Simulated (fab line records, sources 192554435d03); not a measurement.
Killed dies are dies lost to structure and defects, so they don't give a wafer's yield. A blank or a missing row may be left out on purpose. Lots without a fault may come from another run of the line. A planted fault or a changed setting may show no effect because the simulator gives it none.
fab line records | flow n5_finfet | part 1 of 2: steps 1 to 19 of 26
record lots=5 wafers=15 last_day=16
route steps=1938 shown HKMG_FIN@445 GATE_CUT@465
lots that met no fault: from a run of the same line without faults
start_h: hours from the record's first day to the start of the lot's first wafer shown | wait_h: hours since the lot's step before | " the same as in the row above | L1.1+2: a row that stands for several wafers | - no value, or no start given | * or withheld: withheld | < > ~ a bound
route shown NAME@n: a module of which the file shows steps, and the number in the route of the first | usual: mean/standard deviation of fault-free wafers | same: alike in all rows | chamber/n: place in a boat | sites: the reading at each site | _std_site: their standard deviation | _edge_site: outer sites' mean less inner sites' | radius_mm: how far each site lies from the wafer's centre | mask NAME#n: copy n | behind: the tool/chamber that last shaped the wafer | hold: why the lot was held/for how many hours/how that ended | device: the transistor (n, p or np) that didn't switch | end of line: the same wafers' tests at the end of the route | a step without rows: its recipe alone | killed: dies lost to structure and defects at the first sort, not the wafer's yield | map: a wafer's dies, x killed, . not, _ none there
set.NAME: the setting as run; set.NAME@STEP: as run at that earlier step | model.NAME: the simulator's own value behind a step, which no gauge read
lots at some steps of the route; a table a step, a row a wafer
services: from which hour (start_h, from the record's first day; less than 0 if before it) a tool's chamber was out of use, for how many hours, and why
## steps
# step N5_HKMG_FIN_STRIP_89
# recipe chemistry=N2/H2 material=SOC time_s=20 power_w=500 temp_c=40 pressure_mtorr=50 rf_frequency_hz=6e+07 bias_power_w=8 h2_frac=0.5 n2_flow_sccm=300 h2_flow_sccm=300
# usual drypump_motor_current_A=5.8/0.49 oes_product_au=0.75/0.071 rf_vpp_V=54.3/0.84 showerhead_plenum_p_Torr=3.37/0.1 throttle_valve_pct=19.2/0.43
# columns lot.wafer tool chamber start_h wait_h drypump_motor_current_A oes_product_au rf_hours_counter_h rf_vpp_V showerhead_plenum_p_Torr throttle_valve_pct
L075.2 rie_diel-05 1 84.61 0.0 4.8 0.71 174 55.2 3.47 19.7
L075.4 " 2 " " 5.9 0.74 172 54.9 3.32 18.3
L075.6 " 1 " " 4.8 0.71 - 55.9 3.47 19.7
L076.2 rie_diel-05 1 91.84 0.0 4.8 0.70 176 56.5 3.47 19.7
L076.3 " 0 " " 6.4 0.77 134 54.6 3.26 19.0
L076.5 " 2 " " 5.9 0.75 - 54.7 3.31 18.3
L078.1 rie_diel-01 0 105.45 0.0 6.3 0.72 211 53.7 3.20 19.2
L078.4 " 2 " " 5.7 0.77 147 53.4 3.50 19.3
L078.5 " 0 " " 6.2 0.72 - 54.2 3.20 19.2
L081.1 rie_diel-01 2 124.26 0.0 5.7 0.77 154 54.8 3.50 19.4
L081.2 " 1 " " 6.6 0.70 236 55.9 3.48 18.9
L081.4 " 0 " " 6.3 0.72 218 54.0 3.20 19.3
L088.2 rie_diel-02 3 165.70 0.0 5.9 0.92 25 54.3 3.31 19.3
L088.3 " 0 " " 5.3 0.75 186 53.8 3.36 20.0
L088.6 " 0 " " 5.3 0.75 - 53.0 3.36 20.0
# step N5_HKMG_FIN_WET_ETCH_87
# recipe chemistry=SC1 target=TiN mix=1:2:40 temp_c=50 time_s=154.2 target_depth_nm=4.7 dry=ipa_marangoni rinse_time_s=30 rinse_temp_c=23
# usual rinse_temp_c=22.99/0.12
# columns lot.wafer tool chamber start_h wait_h rinse_temp_c
L075.2 wet_bench-03 5 84.71 0.1 22.90
L075.4 " 3 " " 22.87
L075.6 " 4 " " 22.98
L076.2 wet_bench-04 2 91.94 0.1 22.78
L076.3 " 3 " " 23.03
L076.5 " 4 " " 23.05
L078.1 wet_bench-02 5 105.55 0.1 23.14
L078.4 " 1 " " 23.12
L078.5 " 4 " " 23.11
L081.1 wet_bench-04 2 124.36 0.1 23.04
L081.2 " 4 " " 22.87
L081.4 " 5 " " 23.16
L088.2 wet_bench-02 0 165.80 0.1 23.01
L088.3 " 5 " " 22.92
L088.6 " 4 " " 22.93
# step N5_HKMG_FIN_STRIP_88
# recipe chemistry=N2/H2 power_w=2500 temp_c=300 h2_frac=0.65 time_s=360 pressure_mtorr=withheld n2_flow_sccm=1750 h2_flow_sccm=3250
# usual drypump_motor_current_A=6.26/0.27 heater_power_w=436/27
# columns lot.wafer tool chamber start_h wait_h drypump_motor_current_A heater_power_w rf_hours_counter_h
L075.2 plasma_asher-01 0 84.80 0.0 6.49 423 42
L075.4 " 1 " " 6.51 453 -
L075.6 " 1 " " 6.50 464 -
L076.2 plasma_asher-01 1 92.03 0.0 6.51 442 43
L076.3 " 0 " " 6.48 415 -
L076.5 " 1 " " 6.51 439 -
L078.1 plasma_asher-01 0 105.64 0.0 6.48 424 45
L078.4 " 1 " " 6.51 456 -
L078.5 " 0 " " 6.49 417 -
L081.1 plasma_asher-02 0 124.45 0.0 6.02 463 96
L081.2 " 1 " " 5.95 406 96
L081.4 " 0 " " 6.01 474 -
L088.2 plasma_asher-02 0 165.89 0.0 6.02 476 105
L088.3 " 0 " " 6.04 469 -
L088.6 " 1 " " 5.92 394 -
# step N5_HKMG_FIN_NWFM_ALD_20
# recipe material=TiAlC target_thk_a=20 temp_c=300 ald_precursor_family=TiCl4 ald_co_reactant=TEA pulse_time_s=3 purge_time_s=2 co_reactant_purge_time_s=2 co_reactant_pulse_time_s=10 ald_cycles=7 pressure_torr=3
# usual heater_power_w=510/49 precursor_pulse_height_rel=1.003/0.021
# same pulse_time_s=3
# columns lot.wafer tool chamber start_h wait_h heater_power_w precursor_pulse_height_rel
L075.2 ald_metal-02 1 85.19 0.3 553 1.017
L075.4 " 2 " " 509 0.966
L075.6 " 2 " " 507 0.969
L076.2 ald_metal-01 0 92.41 0.3 449 0.997
L076.3 " 2 " " 563 0.999
L076.5 " 1 " " 511 0.983
L078.1 ald_metal-01 2 106.03 0.3 549 1.010
L078.4 " 1 " " 508 0.984
L078.5 " 1 " " 511 1.003
L081.1 ald_metal-02 0 124.83 0.3 583 0.992
L081.2 " 1 " " 560 0.961
L081.4 " 2 " " 505 1.016
L088.2 ald_metal-02 3 166.27 0.3 483 0.982
L088.3 " 1 " " 557 0.997
L088.6 " 2 " " 517 0.968
# step N5_HKMG_FIN_ALD_71
# recipe material=TiN target_thk_a=10 temp_c=400 ald_precursor_family=TiCl4 ald_co_reactant=NH3 pulse_time_s=1 purge_time_s=3 co_reactant_purge_time_s=2 co_reactant_pulse_time_s=2 ald_cycles=47 pressure_torr=3
# usual heater_power_w=914/90 precursor_pulse_height_rel=1.000/0.018
# same pulse_time_s=1
# columns lot.wafer tool chamber start_h wait_h heater_power_w precursor_pulse_height_rel
L075.2 ald_metal-02 1 85.29 0.0 1028 0.992
L075.4 " 2 " " 919 0.978
L075.6 " 2 " " 940 0.963
L076.2 ald_metal-01 0 92.51 0.0 795 1.018
L076.3 " 2 " " 986 1.043
L076.5 " 1 " " 920 1.010
L078.1 ald_metal-01 2 106.12 0.0 1027 0.996
L078.4 " 1 " " 917 1.026
L078.5 " 1 " " 896 0.985
L081.1 ald_metal-02 0 124.93 0.0 1034 0.993
L081.2 " 1 " " 1016 1.001
L081.4 " 2 " " 914 0.998
L088.2 ald_metal-02 3 166.37 0.0 856 1.034
L088.3 " 1 " " 1004 1.028
L088.6 " 2 " " 914 1.010
# step N5_HKMG_FIN_COAT_66
# recipe resist=SOC temp_c=250 time_s=60 spin_rpm=1500 resist_thk_nm=300
# columns lot.wafer tool chamber start_h wait_h
L075.2+4+6 litho_track-04 0 85.57 0.2
L076.2+3+5 litho_track-01 0 92.79 0.2
L078.1+4+5 litho_track-01 0 106.40 0.2
L081.1+2+4 litho_track-04 0 125.21 0.2
L088.2+3+6 litho_track-01 0 166.65 0.2
# step N5_HKMG_FIN_ETCH_67
# recipe chemistry=N2/H2 target=SOC target_depth_a=3889 stop_on=TiN ion_energy_ev=100 bias_w=61 pressure_mtorr=30 source_w=850 n2_flow_sccm=200 h2_flow_sccm=200
# usual drypump_motor_current_A=5.8/0.47 oes_product_au=0.74/0.065 rf_vpp_V=240.6/1.3 showerhead_plenum_p_Torr=2.54/0.078 throttle_valve_pct=17.97/0.25
# columns lot.wafer tool chamber start_h wait_h drypump_motor_current_A oes_product_au rf_hours_counter_h rf_vpp_V showerhead_plenum_p_Torr throttle_valve_pct
L075.2 rie_diel-01 3 85.63 - 5.8 0.77 139 239.7 2.55 17.83
L075.4 " 2 " " 5.7 0.78 141 243.9 2.66 18.20
L075.6 " 3 " " 5.7 0.77 - 239.4 2.55 17.83
L076.2 rie_diel-01 2 92.89 - 5.7 0.78 143 241.9 2.66 18.17
L076.3 " 0 " " 6.3 0.70 206 239.8 2.42 18.18
L076.5 " 1 " " 6.5 0.70 - 241.3 2.64 17.73
L078.1 rie_diel-01 1 106.51 - 6.5 0.70 230 241.4 2.64 17.74
L078.4 " 2 " " 5.7 0.77 147 241.4 2.65 18.20
L078.5 " 0 " " 6.3 0.70 - 239.6 2.42 18.19
L081.1 rie_diel-02 3 125.32 - 5.9 0.94 10 239.0 2.51 17.89
L081.2 " 1 " " 5.8 0.74 120 239.5 2.48 18.02
L081.4 " 2 " " 5.7 0.79 79 240.9 2.59 17.85
L088.2 rie_diel-01 3 166.71 - 5.8 0.75 167 240.7 2.54 17.88
L088.3 " 1 " " 6.5 0.69 246 241.2 2.64 17.77
L088.6 " 0 " " 6.3 0.68 - 238.7 2.41 18.26
# step N5_HKMG_FIN_STRIP_90
# recipe chemistry=N2/H2 material=SOC time_s=20 power_w=500 temp_c=40 pressure_mtorr=50 rf_frequency_hz=6e+07 bias_power_w=8 h2_frac=0.5 n2_flow_sccm=300 h2_flow_sccm=300
# usual drypump_motor_current_A=5.8/0.48 oes_product_au=0.75/0.068 rf_vpp_V=54.3/0.88 showerhead_plenum_p_Torr=3.36/0.099 throttle_valve_pct=19.2/0.44
# columns lot.wafer tool chamber start_h wait_h drypump_motor_current_A oes_product_au rf_hours_counter_h rf_vpp_V showerhead_plenum_p_Torr throttle_valve_pct
L075.2 rie_diel-01 3 85.69 0.0 5.8 0.78 139 55.4 3.37 19.0
L075.4 " 2 " " 5.7 0.78 141 53.8 3.50 19.3
L075.6 " 3 " " 5.8 0.78 - 55.6 3.37 19.0
L076.2 rie_diel-01 2 92.95 0.0 5.7 0.78 143 53.2 3.50 19.3
L076.3 " 0 " " 6.3 0.72 207 56.4 3.20 19.2
L076.5 " 1 " " 6.6 0.71 - 55.0 3.49 18.9
L078.1 rie_diel-01 1 106.57 0.0 6.6 0.71 230 53.2 3.49 18.9
L078.4 " 2 " " 5.7 0.77 148 54.6 3.50 19.4
L078.5 " 0 " " 6.3 0.72 - 53.9 3.20 19.2
L081.1 rie_diel-02 3 125.38 0.0 5.9 0.97 10 55.1 3.32 19.3
L081.2 " 1 " " 5.9 0.73 120 53.7 3.28 19.5
L081.4 " 2 " " 5.7 0.79 80 53.4 3.42 18.9
L088.2 rie_diel-01 3 166.77 0.0 5.8 0.75 167 54.2 3.35 19.0
L088.3 " 1 " " 6.5 0.69 246 54.6 3.48 18.9
L088.6 " 0 " " 6.3 0.70 - 52.1 3.19 19.3
# step N5_HKMG_FIN_WET_ETCH_73
# recipe chemistry=SC1 mix=1:2:40 temp_c=50 time_s=42.3 target_depth_nm=1.3 dry=ipa_marangoni rinse_time_s=30 rinse_temp_c=23
# usual rinse_temp_c=23.01/0.11
# columns lot.wafer tool chamber start_h wait_h rinse_temp_c
L075.2 wet_bench-02 6 85.79 0.1 22.84
L075.4 " 3 " " 23.04
L075.6 " 7 " " 23.01
L076.2 wet_bench-04 6 93.05 0.1 22.99
L076.3 " 4 " " 23.23
L076.5 " 5 " " 23.07
L078.1 wet_bench-03 0 106.67 0.1 22.99
L078.4 " 6 " " 22.89
L078.5 " 5 " " 23.11
L081.1 wet_bench-04 4 125.48 0.1 22.77
L081.2 " 0 " " 23.08
L081.4 " 7 " " 22.97
L088.2 wet_bench-02 0 166.87 0.1 23.09
L088.3 " 6 " " 22.94
L088.6 " 1 " " 22.98
# step N5_HKMG_FIN_ETCHBACK_68
# recipe chemistry=Cl2/Ar stop_on=HfO2 target_depth_a=5 pressure_mtorr=10 icp_w=600 bias_w=60 Cl2_flow_sccm=40 Ar_flow_sccm=60
# usual drypump_motor_current_A=5.8/0.58 oes_product_au=0.70/0.12 throttle_valve_pct=20.84/0.21
# columns lot.wafer tool chamber start_h wait_h drypump_motor_current_A oes_product_au rf_hours_counter_h throttle_valve_pct
L075.2 rie_metal-03 0 85.84 0.0 5.8 0.59 121 21.09
L075.4 " 1 " " 5.4 0.61 - 21.05
L075.6 " 0 " " 5.8 0.60 - 21.09
L076.2 rie_metal-02 1 93.11 0.0 6.6 0.68 66 20.66
L076.3 " 0 " " 6.0 0.61 - 21.08
L076.5 " 1 " " 6.6 0.68 - 20.65
L078.1 rie_metal-02 1 106.73 0.0 6.5 0.68 68 20.67
L078.4 " 1 " " 6.6 0.69 - 20.67
L078.5 " 0 " " 6.0 0.61 - 21.08
L081.1 rie_metal-02 1 125.54 0.0 6.6 0.68 69 20.68
L081.2 " 0 " " 6.0 0.60 134 21.10
L081.4 " 0 " " 6.0 0.61 - 21.10
L088.2 rie_metal-03 1 166.93 0.0 5.4 0.59 130 21.06
L088.3 " 0 " " 5.8 0.59 - 21.10
L088.6 " 0 " " 5.8 0.59 - 21.10
# step N5_HKMG_FIN_STRIP_69
# recipe chemistry=N2/H2 power_w=2500 temp_c=300 h2_frac=0.65 time_s=360 pressure_mtorr=withheld n2_flow_sccm=1750 h2_flow_sccm=3250
# usual drypump_motor_current_A=6.26/0.26 heater_power_w=436/28
# columns lot.wafer tool chamber start_h wait_h drypump_motor_current_A heater_power_w rf_hours_counter_h
L075.2 plasma_asher-02 1 85.98 0.1 5.94 403 89
L075.4 " 0 " " 6.01 478 -
L075.6 " 1 " " 5.93 404 -
L076.2 plasma_asher-01 0 93.25 0.1 6.53 405 43
L076.3 " 1 " " 6.52 453 -
L076.5 " 1 " " 6.51 462 -
L078.1 plasma_asher-01 1 106.87 0.1 6.52 447 45
L078.4 " 0 " " 6.52 413 -
L078.5 " 1 " " 6.51 444 -
L081.1 plasma_asher-02 0 125.68 0.1 6.03 481 97
L081.2 " 1 " " 5.95 410 97
L081.4 " 0 " " 6.05 465 -
L088.2 plasma_asher-01 0 167.07 0.1 6.47 405 57
L088.3 " 0 " " 6.51 422 -
L088.6 " 1 " " 6.50 453 -
# step N5_HKMG_FIN_ALD_21
# recipe material=TiN target_thk_a=15 temp_c=400 ald_precursor_family=TiCl4 ald_co_reactant=NH3 pulse_time_s=1 purge_time_s=3 co_reactant_purge_time_s=2 co_reactant_pulse_time_s=2 ald_cycles=68 pressure_torr=3
# usual heater_power_w=888/87 precursor_pulse_height_rel=1.000/0.019
# same pulse_time_s=1
# columns lot.wafer tool chamber start_h wait_h heater_power_w precursor_pulse_height_rel
L075.2 ald_metal-03 1 86.37 0.3 941 0.985
L075.4 " 0 " " 704 1.028
L075.6 " 3 " " 861 0.989
L076.2 ald_metal-03 0 93.64 0.3 692 1.008
L076.3 " 1 " " 907 1.006
L076.5 " 2 " " 884 0.984
L078.1 ald_metal-03 2 107.25 0.3 866 0.937
L078.4 " 3 " " 899 1.019
L078.5 " 3 " " 849 1.004
L081.1 ald_metal-01 1 126.07 0.3 919 0.990
L081.2 " 0 " " 804 1.005
L081.4 " 2 " " 1000 1.001
L088.2 ald_metal-03 3 167.45 0.3 887 0.996
L088.3 " 1 " " 917 1.001
L088.6 " 0 " " 686 0.992
# step N5_HKMG_FIN_ALD_72
# recipe material=W target_thk_a=20 temp_c=300 pressure_torr=7.5 ald_precursor_family=WF6 ald_co_reactant=B2H6 pulse_time_s=1 purge_time_s=2 co_reactant_purge_time_s=2 co_reactant_pulse_time_s=3 ald_cycles=7
# usual heater_power_w=485/54 precursor_pulse_height_rel=1.002/0.018
# same pulse_time_s=1
# columns lot.wafer tool chamber start_h wait_h heater_power_w precursor_pulse_height_rel
L075.2 cvd_w-02 1 86.73 0.2 432 1.006
L075.4 " 0 " " 477 1.008
L075.6 " 1 " " 451 1.026
L076.2 cvd_w-01 0 94.00 0.2 429 1.012
L076.3 " 1 " " 549 0.996
L076.5 " 1 " " 569 0.975
L078.1 cvd_w-02 1 107.62 0.2 461 1.001
L078.4 " 0 " " 496 1.005
L078.5 " 1 " " 450 1.040
L081.1 cvd_w-01 0 126.43 0.2 425 0.997
L081.2 " 1 " " 567 1.033
L081.4 " 1 " " 560 1.024
L088.2 cvd_w-01 0 167.81 0.2 435 0.980
L088.3 " 0 " " 438 0.993
L088.6 " 1 " " 552 1.007
# step N5_HKMG_FIN_W_FILL_22
# recipe material=W target_thk_a=600 temp_c=400 pressure_torr=39.4 time_s=18.2
# usual heater_power_w=865/96 throttle_valve_pct=19.4/0.56
# columns lot.wafer tool chamber start_h wait_h heater_power_w throttle_valve_pct
L075.2 cvd_w-02 1 86.79 0.0 811 18.8
L075.4 " 0 " " 846 18.8
L075.6 " 1 " " 817 18.8
L076.2 cvd_w-01 0 94.06 0.0 768 19.0
L076.3 " 1 " " 1024 20.2
L076.5 " 1 " " 981 20.2
L078.1 cvd_w-02 1 107.68 0.0 823 18.6
L078.4 " 0 " " 863 18.9
L078.5 " 1 " " 803 19.0
L081.1 cvd_w-01 0 126.49 0.0 782 19.4
L081.2 " 1 " " 1005 20.3
L081.4 " 1 " " 1001 20.0
L088.2 cvd_w-01 0 167.87 0.0 759 19.3
L088.3 " 0 " " 755 19.4
L088.6 " 1 " " 1005 20.4
# step N5_HKMG_FIN_PRECLEAN_83
# recipe chemistry=DIW time_s=57.5 temp_c=23
# columns lot.wafer tool chamber start_h wait_h
L075.2+4+6 wet_bench-03 2,1,3 86.85 0.0
L076.2+3+5 wet_bench-04 3,1,0 94.12 0.0
L078.1+4+5 wet_bench-02 5,1,6 107.74 0.0
L081.1+2+4 wet_bench-02 3,7,1 126.55 0.0
L088.2+3+6 wet_bench-03 6,3,0 168.02 0.1
# step N5_HKMG_FIN_SRD_84
# recipe dry_time_s=32 dry=n2_spin spin_rpm=1500
# columns lot.wafer tool chamber start_h wait_h
L075.2+4+6 wet_bench-03 2,1,3 86.87 0.0
L076.2+3+5 wet_bench-04 3,1,0 94.14 0.0
L078.1+4+5 wet_bench-02 5,1,6 107.75 0.0
L081.1+2+4 wet_bench-02 3,7,1 126.57 0.0
L088.2+3+6 wet_bench-03 6,3,0 168.04 0.0
# step N5_HKMG_FIN_CMP_23
# recipe stop_on=SiNx t_overpolish_s=10 post_cmp_clean=rinse_only down_force_psi=4 platen_rpm=50.289 pad_velocity_m_s=1.0006 target_thk_nm=46.326
# usual motor_current_A=12.2/1.5 overpolish_run_s=10.001/0.01 platen_rpm=50.29/0.031 slurry_flow_ml_min=150.0/0.46 time_to_endpoint_s=12.4/2.5
# columns lot.wafer tool chamber start_h wait_h motor_current_A overpolish_run_s platen_rpm slurry_flow_ml_min time_to_endpoint_s
L075.2 cmp-02 2 86.90 0.0 12.3 10.009 50.26 150.4 9.1
L075.4 " 1 " " 15.5 10.007 50.22 149.9 12.3
L075.6 " 2 " " 11.6 10.014 50.31 149.5 7.7
L076.2 cmp-02 3 94.17 0.0 11.8 10.001 50.27 149.6 12.9
L076.3 " 1 " " 15.0 10.014 50.23 150.2 14.0
L076.5 " 0 " " 14.1 9.996 50.27 148.9 10.3
L078.1 cmp-03 2 107.79 0.0 13.5 9.999 50.27 150.4 11.8
L078.4 " 0 " " 14.5 10.002 50.26 149.9 11.8
L078.5 " 2 " " 13.0 10.011 50.31 150.6 11.6
L081.4 cmp-02 2 126.60 0.0 12.8 9.995 50.29 149.7 10.1
L081.1 " 0 " " 12.6 10.003 50.30 149.8 11.0
L081.2 " 1 " " 14.4 9.999 50.24 149.7 14.0
L088.2 cmp-01 3 168.07 0.0 10.4 9.985 50.31 149.5 14.4
L088.3 " 2 " " 9.6 10.001 50.32 150.4 10.9
L088.6 " 0 " " 12.6 9.992 50.31 150.6 14.8
# step N5_HKMG_FIN_CMP_94
# recipe stop_on=SiNx post_cmp_clean=w_dilute_nh4oh t_overpolish_s=4.7 down_force_psi=4 platen_rpm=50.289 pad_velocity_m_s=1.0006 target_thk_nm=43.299
# usual motor_current_A=12.3/1.5 platen_rpm=50.29/0.034 slurry_flow_ml_min=150.0/0.47
# columns lot.wafer tool chamber start_h wait_h motor_current_A platen_rpm slurry_flow_ml_min
L075.2 cmp-02 2 87.38 0.4 12.0 50.30 150.1
L075.4 " 1 " " 13.8 50.26 149.1
L075.6 " 2 " " 11.8 50.30 149.9
L076.2 cmp-02 3 94.65 0.4 12.4 50.33 150.4
L076.3 " 1 " " 14.4 50.28 149.8
L076.5 " 0 " " 12.7 50.27 150.4
L078.1 cmp-03 2 108.27 0.4 13.6 50.35 150.1
L078.4 " 0 " " 14.7 50.24 150.7
L078.5 " 2 " " 12.8 50.29 150.2
L081.4 cmp-02 2 127.08 0.4 11.9 50.30 150.2
L081.1 " 0 " " 12.8 50.29 149.5
L081.2 " 1 " " 14.3 50.34 150.5
L088.2 cmp-01 3 168.55 0.4 10.7 50.30 149.2
L088.3 " 2 " " 9.4 50.26 150.7
L088.6 " 0 " " 12.9 50.27 149.4
# step N5_HKMG_FIN_INSPECT_28
# recipe inspect_instrument=darkfield mode=post_cmp
# usual raw_defect_count=39/17
# columns lot.wafer tool chamber start_h wait_h raw_defect_count
L075.2 defect_inspect-02 - 87.61 0.0 54
L075.4 " - " " 32
L075.6 " - " " 21
L076.2 defect_inspect-01 - 94.88 0.0 50
L076.3 " - " " 57
L076.5 " - " " 72
L078.1 defect_inspect-01 - 108.50 0.0 29
L078.4 " - " " 26
L078.5 " - " " 41
L081.1 defect_inspect-02 - 127.31 0.0 96
L081.2 " - " " 85
L081.4 " - " " 71
L088.2 defect_inspect-01 - 168.78 0.0 35
L088.3 " - " " 16
L088.6 " - " " 12
